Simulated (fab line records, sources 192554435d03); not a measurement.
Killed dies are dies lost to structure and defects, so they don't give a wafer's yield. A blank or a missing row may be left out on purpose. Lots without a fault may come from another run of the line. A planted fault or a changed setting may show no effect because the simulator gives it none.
Split-lot experiment | flow n5_finfet | 7 lots, 39 wafers read, on a route of 1938 steps

THE SPLIT
At N5_DUMMY_GATE_ETCH_32 (etches SiO2 in CF4, target depth 3.5 nm, time 3.9 s), the setting time_s was moved away from the recipe's 3.9 s on 18 of the 39 wafers read, by -19.9% to +14.0%. The other wafers ran this setting at the recipe's value.

The reading is taken at the split's own step.

THE READING
etch.depth_nm (the simulator's own value, which no gauge read), in nm, at N5_DUMMY_GATE_ETCH_32 (etches SiO2 in CF4, target depth 3.5 nm, time 3.9 s). The file gives no usual value for it. The 21 wafers here that ran the recipe average 3.509 nm, standard deviation 0.061 nm.

wafer  | tool, chamber at the split | time_s as run, s | against the recipe | etch.depth_nm, nm | against lot-mates on the recipe
L074.1 | rie_si-01, 3               | 3.9              | recipe             | 3.457             | -
L074.2 | rie_si-01, 1               | 3.124            | -19.9%             | 2.787             | -0.702
L074.3 | rie_si-01, 0               | 3.124            | -19.9%             | 2.919             | -0.570
L074.4 | rie_si-01, 2               | 3.9              | recipe             | 3.548             | -
L074.5 | rie_si-01, 0               | 3.124            | -19.9%             | 2.915             | -0.574
L074.6 | rie_si-01, 3               | 3.9              | recipe             | 3.462             | -
L077.1 | rie_si-01, 3               | 3.9              | recipe             | 3.425             | -
L077.2 | rie_si-01, 2               | 3.9              | recipe             | 3.55              | -
L077.4 | rie_si-01, 1               | 3.9              | recipe             | 3.474             | -
L081.1 | rie_si-03, 0               | 3.249            | -16.7%             | 2.923             | -0.624
L081.2 | rie_si-03, 1               | 3.9              | recipe             | 3.602             | -
L081.3 | rie_si-03, 2               | 3.9              | recipe             | 3.465             | -
L081.4 | rie_si-03, 3               | 3.249            | -16.7%             | 2.941             | -0.606
L081.5 | rie_si-03, 2               | 3.249            | -16.7%             | 2.899             | -0.648
L081.6 | rie_si-03, 1               | 3.9              | recipe             | 3.574             | -
L082.1 | rie_si-03, 0               | 4.446            | +14.0%             | 3.953             | +0.488
L082.2 | rie_si-03, 3               | 4.446            | +14.0%             | 3.938             | +0.473
L082.3 | rie_si-03, 2               | 3.9              | recipe             | 3.46              | -
L082.4 | rie_si-03, 1               | 4.446            | +14.0%             | 4.022             | +0.557
L082.5 | rie_si-03, 0               | 3.9              | recipe             | 3.491             | -
L082.6 | rie_si-03, 3               | 3.9              | recipe             | 3.445             | -
L089.1 | rie_si-01, 3               | 3.9              | recipe             | 3.438             | -
L089.2 | rie_si-01, 1               | 4.135            | +6.0%              | 3.667             | +0.134
L089.3 | rie_si-01, 2               | 4.135            | +6.0%              | 3.797             | +0.264
L089.4 | rie_si-01, 0               | 3.9              | recipe             | 3.581             | -
L089.5 | rie_si-01, 0               | 3.9              | recipe             | 3.579             | -
L089.6 | rie_si-01, 1               | 4.135            | +6.0%              | 3.648             | +0.115
L091.1 | rie_si-01, 2               | 3.275            | -16.0%             | 3.015             | -0.489
L091.2 | rie_si-01, 3               | 3.9              | recipe             | 3.448             | -
L091.3 | rie_si-01, 0               | 3.275            | -16.0%             | 3.025             | -0.479
L091.4 | rie_si-01, 1               | 3.275            | -16.0%             | 2.911             | -0.593
L091.5 | rie_si-01, 3               | 3.9              | recipe             | 3.468             | -
L091.6 | rie_si-01, 2               | 3.9              | recipe             | 3.596             | -
L093.1 | rie_si-03, 1               | 3.9              | recipe             | 3.621             | -
L093.2 | rie_si-03, 0               | 3.9              | recipe             | 3.505             | -
L093.3 | rie_si-03, 3               | 3.236            | -17.0%             | 2.913             | -0.632
L093.4 | rie_si-03, 2               | 3.236            | -17.0%             | 2.932             | -0.613
L093.5 | rie_si-03, 3               | 3.9              | recipe             | 3.508             | -
L093.6 | rie_si-03, 0               | 3.236            | -17.0%             | 2.914             | -0.631

THE FIT
A straight line over all 39 wafers: etch.depth_nm changes by +0.0333 nm for each +1% of time_s; r = +0.99; the points scatter about the line by 0.058 nm.
The same after taking each lot's own level away (the mean of its wafers on the recipe; 39 wafers): +0.0342 nm for each +1%; r = +0.99; scatter 0.06 nm.
On that fit, the largest move of time_s shifts the reading by 0.68 nm.
The lots' own levels span 3.4653 to 3.5470 nm, that is 1.3 times the standard deviation above.
So the lot-to-lot level changes the slope little: the two slopes agree.
Check: with one of the wafers moved furthest among these (-19.9%) left out of the fit, the line predicts -0.68 nm for it against its lot-mates. It came out at -0.702 nm against them.

OTHER SPLITS ON THESE WAFERS
These wafers also went through other splits before the reading. Each is held against what the fit with the lots' levels taken away leaves over:
other split on the same wafers       | wafers away from the commonest value | r with etch.depth_nm (lot level and that fit taken away)
N5_DUMMY_GATE_CVD_03 temp_c          | 30                                   | -0.10
N5_DUMMY_GATE_ETCH_31 target_depth_a | 12                                   | +0.01

THE FILE'S OWN FIT
etch.depth_nm changes by +0.0342 nm for each +1% of time_s, r = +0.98.
